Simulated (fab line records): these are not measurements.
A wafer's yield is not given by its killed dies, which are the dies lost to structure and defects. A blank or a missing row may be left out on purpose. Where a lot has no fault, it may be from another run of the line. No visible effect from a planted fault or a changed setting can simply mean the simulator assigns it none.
Chamber matching | flow nand harc | rie diel-09 running NHARC_P_GATE_DESCUM_31: 4 sister chambers
The step chemistry O2, time 3 s. 16 wafers are shown with their chamber, then 8 later ones without.

## WAFERS, EACH WITH ITS CHAMBER
wafer  | chamber | showerhead plenum p Torr (Torr) | drypump motor current A (A) | oes product au (a.u.)
L076.3 | 1       | 2.03                            | 6.3                         | 0.977
L076.5 | 0       | 1.89                            | 5.5                         | 0.984
L076.6 | 3       | 1.79                            | 6.3                         | 1.005
L077.1 | 3       | 1.79                            | 6.3                         | 1.008
L077.3 | 1       | 2.03                            | 6.3                         | 0.981
L077.5 | 1       | 2.03                            | 6.4                         | 0.976
L077.2 | 2       | 1.79                            | 6.1                         | 1.012
L077.4 | 2       | 1.79                            | 6.2                         | 1.013
L077.6 | 3       | 1.79                            | 6.3                         | 1.007
L085.2 | 0       | 1.89                            | 5.5                         | 0.982
L085.3 | 2       | 1.79                            | 6.2                         | 1.009
L085.5 | 1       | 2.02                            | 6.3                         | 0.984
L086.4 | 2       | 1.79                            | 6.1                         | 1.022
L086.5 | 2       | 1.79                            | 6.1                         | 1.023
L086.6 | 1       | 2.02                            | 6.3                         | 0.995
L093.2 | 2       | 1.79                            | 6.1                         | 1.010

SIGNATURES (averages over the wafers above)
reading                  | chamber 0 | chamber 1 | chamber 2 | chamber 3 | scatter within a chamber
showerhead plenum p Torr | 1.8900    | 2.0260    | 1.7900    | 1.7900    | 0.00316
drypump motor current A  | 5.500     | 6.320     | 6.133     | 6.300     | 0.0422
oes product au           | 0.98300   | 0.98260   | 1.01483   | 1.00667   | 0.00596
Rule: for each reading, subtract the chamber's mean from the wafer's reading, divide by that reading's scatter and square the result; add these up over the readings and take the root, which gives the wafer's distance from the chamber. If the next closest chamber is less than 2 further off than the closest, the wafer can't be placed; otherwise it belongs to the closest. How the scatter is found: for the shown wafers, subtract from each reading the mean of its chamber, square and add these, divide the total by (wafers less chambers), then take the root.

## WAFERS MISSING THEIR CHAMBER
wafer  | showerhead plenum p Torr (Torr) | drypump motor current A (A) | oes product au (a.u.)
L093.3 | 1.78                            | 6.3                         | 1.002
L093.4 | 2.02                            | 6.3                         | 0.986
L093.1 | 1.89                            | 5.5                         | 1.002
L093.5 | 2.02                            | 6.3                         | 0.983
L093.6 | 1.79                            | 6.1                         | 1.014
L095.1 | 1.89                            | 5.5                         | 0.980
L095.4 | 1.79                            | 6.1                         | 1.004
L095.5 | 2.02                            | 6.3                         | 0.976

## WHICH CHAMBER EACH ONE RAN IN
wafer  | from the rows above | in truth
L093.3 | 3                   | 3
L093.4 | 1                   | 1
L093.1 | 0                   | 0
L093.5 | 1                   | 1
L093.6 | 2                   | 2
L095.1 | 0                   | 0
L095.4 | 2                   | 2
L095.5 | 1                   | 1
8 of 8 placed correctly. Number that these rows cannot place: 0. 0 placed wrongly.
